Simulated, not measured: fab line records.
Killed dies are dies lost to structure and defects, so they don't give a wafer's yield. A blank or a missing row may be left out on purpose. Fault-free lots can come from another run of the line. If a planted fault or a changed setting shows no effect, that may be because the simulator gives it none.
Matching of chambers + flow n5 finfet + N5_BEOL_M0_SAQP_ETCH_106 on rie diel-05: 4 sister chambers
The step etches SOC in N2/H2, stops on SiNx, target depth 150 nm. 24 wafers are shown with their chamber, then 12 later ones without.

== EACH WAFER AND ITS CHAMBER ==
| wafer  | chamber | drypump motor current A (A) | showerhead plenum p Torr (Torr) | throttle valve pct (%) |
|--------|---------|-----------------------------|---------------------------------|------------------------|
| L076.1 | 2       | 6.4                         | 2.42                            | 18.13                  |
| L076.2 | 3       | 5.5                         | 2.45                            | 17.93                  |
| L076.4 | 0       | 6.4                         | 2.51                            | 18.13                  |
| L077.1 | 2       | 6.4                         | 2.42                            | 18.11                  |
| L077.5 | 3       | 5.5                         | 2.45                            | 17.91                  |
| L077.6 | 0       | 6.4                         | 2.51                            | 18.14                  |
| L078.1 | 0       | 6.5                         | 2.51                            | 18.14                  |
| L078.2 | 3       | 5.5                         | 2.44                            | 17.92                  |
| L078.3 | 2       | 6.4                         | 2.42                            | 18.13                  |
| L079.1 | 1       | 5.0                         | 2.63                            | 17.73                  |
| L079.2 | 0       | 6.4                         | 2.51                            | 18.14                  |
| L079.3 | 2       | 6.3                         | 2.42                            | 18.12                  |
| L082.2 | 2       | 6.3                         | 2.41                            | 18.14                  |
| L082.5 | 0       | 6.4                         | 2.51                            | 18.15                  |
| L082.6 | 3       | 5.5                         | 2.44                            | 17.95                  |
| L087.3 | 1       | 5.0                         | 2.62                            | 17.75                  |
| L087.5 | 3       | 5.5                         | 2.44                            | 17.96                  |
| L087.6 | 0       | 6.4                         | 2.51                            | 18.15                  |
| L088.1 | 2       | 6.4                         | 2.41                            | 18.16                  |
| L088.3 | 1       | 5.0                         | 2.62                            | 17.74                  |
| L088.4 | 3       | 5.5                         | 2.44                            | 17.96                  |
| L091.1 | 1       | 5.0                         | 2.62                            | 17.76                  |
| L091.5 | 0       | 6.4                         | 2.50                            | 18.18                  |
| L091.6 | 1       | 5.0                         | 2.62                            | 17.77                  |

SIGNATURES (means of the wafers above)
| reading                  | chamber 0 | chamber 1 | chamber 2 | chamber 3 | scatter within a chamber |
|--------------------------|-----------|-----------|-----------|-----------|--------------------------|
| drypump motor current A  | 6.414     | 5.000     | 6.367     | 5.500     | 0.0331                   |
| showerhead plenum p Torr | 2.5086    | 2.6220    | 2.4167    | 2.4433    | 0.00465                  |
| throttle valve pct       | 18.1471   | 17.7500   | 18.1317   | 17.9383   | 0.0178                   |
Rule: a wafer lies at a distance from a chamber equal to the root of the sum of squares, over the readings, of (its reading less the chamber's mean, divided by the reading's scatter). If the next closest chamber is less than 2 further off than the closest, the wafer can't be placed; otherwise it belongs to the closest. The scatter: the root of (the sum of the squares of (reading less its chamber's mean) over the shown wafers, divided by (wafers less chambers)).

== WAFERS WITH NO CHAMBER GIVEN ==
| wafer  | drypump motor current A (A) | showerhead plenum p Torr (Torr) | throttle valve pct (%) |
|--------|-----------------------------|---------------------------------|------------------------|
| L092.1 | 5.0                         | 2.62                            | 17.77                  |
| L092.2 | 6.4                         | 2.41                            | 18.17                  |
| L092.3 | 6.4                         | 2.50                            | 18.17                  |
| L094.2 | 6.4                         | 2.50                            | 18.17                  |
| L094.4 | 6.4                         | 2.41                            | 18.17                  |
| L094.6 | 5.5                         | 2.43                            | 17.97                  |
| L096.2 | 6.3                         | 2.40                            | 18.16                  |
| L096.4 | 6.4                         | 2.40                            | 18.19                  |
| L096.6 | 5.0                         | 2.61                            | 17.78                  |
| L097.3 | 5.0                         | 2.61                            | 17.80                  |
| L097.4 | 5.0                         | 2.61                            | 17.80                  |
| L097.5 | 5.5                         | 2.43                            | 17.98                  |

== WHICH CHAMBER EACH ONE RAN IN ==
| wafer  | from the rows above | in truth |
|--------|---------------------|----------|
| L092.1 | 1                   | 1        |
| L092.2 | 2                   | 2        |
| L092.3 | 0                   | 0        |
| L094.2 | 0                   | 0        |
| L094.4 | 2                   | 2        |
| L094.6 | 3                   | 3        |
| L096.2 | 2                   | 2        |
| L096.4 | 2                   | 2        |
| L096.6 | 1                   | 1        |
| L097.3 | 1                   | 1        |
| L097.4 | 1                   | 1        |
| L097.5 | 3                   | 3        |
Correctly placed: 12 of 12. Can't be placed from these rows: 0. Number placed wrongly: 0.
